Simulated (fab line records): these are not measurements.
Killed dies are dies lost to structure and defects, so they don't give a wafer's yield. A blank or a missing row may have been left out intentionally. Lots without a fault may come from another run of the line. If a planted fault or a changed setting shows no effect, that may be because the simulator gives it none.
Which tool is to blame?    flow n5 finfet    29 wafers from 10 lots sampled at 5 of the route's 1938 steps

== WHAT THE GAUGES SHOWED, per wafer ==
N5_BEOL_M3_THK_MEAS_01.
lot   measured      on             M3_ILD_THK (nm)
L596  day 7 01:38   film metro-02  77.4 79.0 77.7
L597  day 7 08:13   film metro-01  78.6 79.4 79.9
L600  day 8 03:58   film metro-01  76.5 77.5 78.6
L602  day 8 20:07   film metro-02  78.9 79.9 79.4
L604  day 9 03:27   film metro-01  78.4 78.6 79.9
L607  day 10 01:59  film metro-02  77.3 77.3 78.6
L608  day 10 05:08  film metro-02  79.4 78.4 79.0
L611  day 11 11:44  film metro-01  56.6 57.0
L616  day 12 11:16  film metro-02  78.2 56.8 79.4
L618  day 12 14:47  film metro-02  79.1 77.5 79.8

== TOOL THAT RAN EACH LOT (tool first, then ch and the chambers of the sampled wafers, then the start) ==
lot   N5_BEOL_M2_ANNEAL_91          N5_BEOL_M2_SPUTTER_92         N5_BEOL_M2_CMP_52              N5_BEOL_M3_ILD_DEP_00
L596  pvd sputter-03, day 6 23:44   pvd sputter-03, day 6 23:52   cmp-04 ch 0,2,3, day 7 00:53   pecvd-01 ch 1,2, day 7 01:34
L597  pvd sputter-01, day 7 06:27   pvd sputter-01, day 7 06:35   cmp-04 ch 1,2, day 7 07:32     pecvd-01 ch 0,1,2, day 7 08:08
L600  pvd sputter-01, day 8 02:09   pvd sputter-01, day 8 02:17   cmp-02 ch 1,2,3, day 8 03:20   pecvd-02 ch 0,2, day 8 03:53
L602  pvd sputter-03, day 8 18:17   pvd sputter-03, day 8 18:26   cmp-02 ch 2,3, day 8 19:25     pecvd-04 ch 0,1,2, day 8 20:04
L604  pvd sputter-02, day 9 01:42   pvd sputter-02, day 9 01:50   cmp-04 ch 1,2,3, day 9 02:49   pecvd-02 ch 0,1,2, day 9 03:23
L607  pvd sputter-03, day 10 00:11  pvd sputter-03, day 10 00:19  cmp-04 ch 0,3, day 10 01:17    pecvd-01 ch 0,1, day 10 01:55
L608  pvd sputter-03, day 10 03:23  pvd sputter-03, day 10 03:31  cmp-02 ch 0,1, day 10 04:27    pecvd-02 ch 0,1,2, day 10 05:04
L611  pvd sputter-03, day 11 09:52  pvd sputter-03, day 11 10:00  cmp-03 ch 0, day 11 11:05      pecvd-01 ch 1,2, day 11 11:40
L616  pvd sputter-03, day 12 09:29  pvd sputter-03, day 12 09:38  cmp-03 ch 0,1,2, day 12 10:36  pecvd-01 ch 0,2, day 12 11:11
L618  pvd sputter-03, day 12 13:02  pvd sputter-03, day 12 13:10  cmp-02 ch 1,2, day 12 14:06    pecvd-02 ch 0,2, day 12 14:43
- N5_BEOL_M2_ANNEAL_91: time 240 s.
- N5_BEOL_M2_SPUTTER_92: material Cu, target thk 4.5 nm, time 8.29 s.
- N5_BEOL_M2_CMP_52: polishes, stops on SiOC, t overpolish 6.8 s, target thk 40 nm.
- N5_BEOL_M3_ILD_DEP_00: deposits SiOC from DEMS/O2, target thk 79 nm, time 15.3 s.

== THE ANSWER, worked out from the rows above alone ==
Rule: the lots themselves supply what counts as usual. Put in order of their means at a reading, lots are off if they are a third of the lots or fewer, leave a main group of 4 or more, and stand apart from it by a gap of 3 or more times the standard deviation of the main group's means; of several such gaps the widest counts. If all means in a main group match to the digits the tables above print for the reading, that group is not used. A lot without any number at a reading at which 4 lots or more have one is off too. The other lots that the step has rows for count as sound.
Off: L611, L616, at N5_BEOL_M3_THK_MEAS_01 (M3_ILD_THK). Main group: mean 78.6 nm, sd 0.67.
A tool fits if, at a process step before that reading, it ran every lot that is off, and no sound lot after the first of them. The gauges at N5_BEOL_M3_THK_MEAS_01 are tried like those tools. Undecided on this evidence; 2 tools fit (cmp-03 at N5_BEOL_M2_CMP_52, pecvd-01 at N5_BEOL_M3_ILD_DEP_00).

== WHAT HAD BEEN PUT IN BY THE SIMULATOR ==
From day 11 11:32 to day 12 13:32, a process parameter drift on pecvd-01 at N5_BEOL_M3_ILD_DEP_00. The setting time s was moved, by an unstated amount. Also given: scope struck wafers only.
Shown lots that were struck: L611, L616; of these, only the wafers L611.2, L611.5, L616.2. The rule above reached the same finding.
